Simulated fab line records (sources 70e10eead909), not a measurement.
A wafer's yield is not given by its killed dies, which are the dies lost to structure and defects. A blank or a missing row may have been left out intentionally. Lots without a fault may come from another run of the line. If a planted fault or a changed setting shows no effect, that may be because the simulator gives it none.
Chamber matching -- flow nandHarc -- NHARC_P_CONTACT_ETCH_36 on rieDiel-11 has 4 sister chambers
The step etches the open film in N2/H2, target depth 260 nm, time 406.25 s. 16 wafers are shown with their chamber, then 8 later ones without.

WAFERS, EACH WITH ITS CHAMBER
wafer,chamber,drypumpMotorCurrentA (A),rfVppV (V),oesProductAu (a.u.)
L113.1,2,6.1,431.8,1.002
L113.2,1,6.3,426.8,1.007
L113.3,0,5.5,432.8,1.006
L118.1,1,6.3,429.7,0.995
L118.2,3,5.9,428.6,1.009
L118.6,2,6.1,433.5,0.984
L119.1,3,6.0,429.8,1.007
L119.3,1,6.3,427.9,0.998
L119.4,2,6.1,432.0,0.985
L129.2,0,5.4,434.7,0.982
L129.5,1,6.3,427.8,0.990
L129.6,2,6.2,432.1,0.991
L130.2,3,5.9,428.9,0.998
L130.3,2,6.2,431.8,1.004
L130.4,0,5.4,433.3,0.995
L132.2,2,6.1,432.9,1.006

SIGNATURES (means of the wafers above)
reading,chamber 0,chamber 1,chamber 2,chamber 3,scatter within a chamber
drypumpMotorCurrentA,5.433,6.300,6.133,5.933,0.0471
rfVppV,433.600,428.050,432.350,429.100,0.89
oesProductAu,0.99433,0.99750,0.99533,1.00467,0.00912
Rule: a wafer lies at a distance from a chamber equal to the root of the sum of squares, over the readings, of (its reading less the chamber's mean, divided by the reading's scatter). If the next closest chamber is less than 2 further off than the closest, the wafer can't be placed; otherwise it belongs to the closest. How the scatter is found: for the shown wafers, subtract from each reading the mean of its chamber, square and add these, divide the total by (wafers less chambers), then take the root.

WAFERS MISSING THEIR CHAMBER
wafer,drypumpMotorCurrentA (A),rfVppV (V),oesProductAu (a.u.)
L132.3,5.4,433.8,0.986
L132.6,5.9,428.0,1.008
L133.2,5.4,434.0,0.992
L133.3,5.9,428.8,1.002
L133.5,6.3,429.1,0.986
L135.4,6.3,429.1,0.998
L135.5,5.9,429.5,0.989
L135.6,5.4,433.5,0.981

CHAMBER TAKEN BY EACH
wafer,from the rows above,in truth
L132.3,0,0
L132.6,3,3
L133.2,0,0
L133.3,3,3
L133.5,1,1
L135.4,1,1
L135.5,3,3
L135.6,0,0
Placed correctly: 8 of 8. Can't be placed from these rows: 0. Wrongly placed: 0.
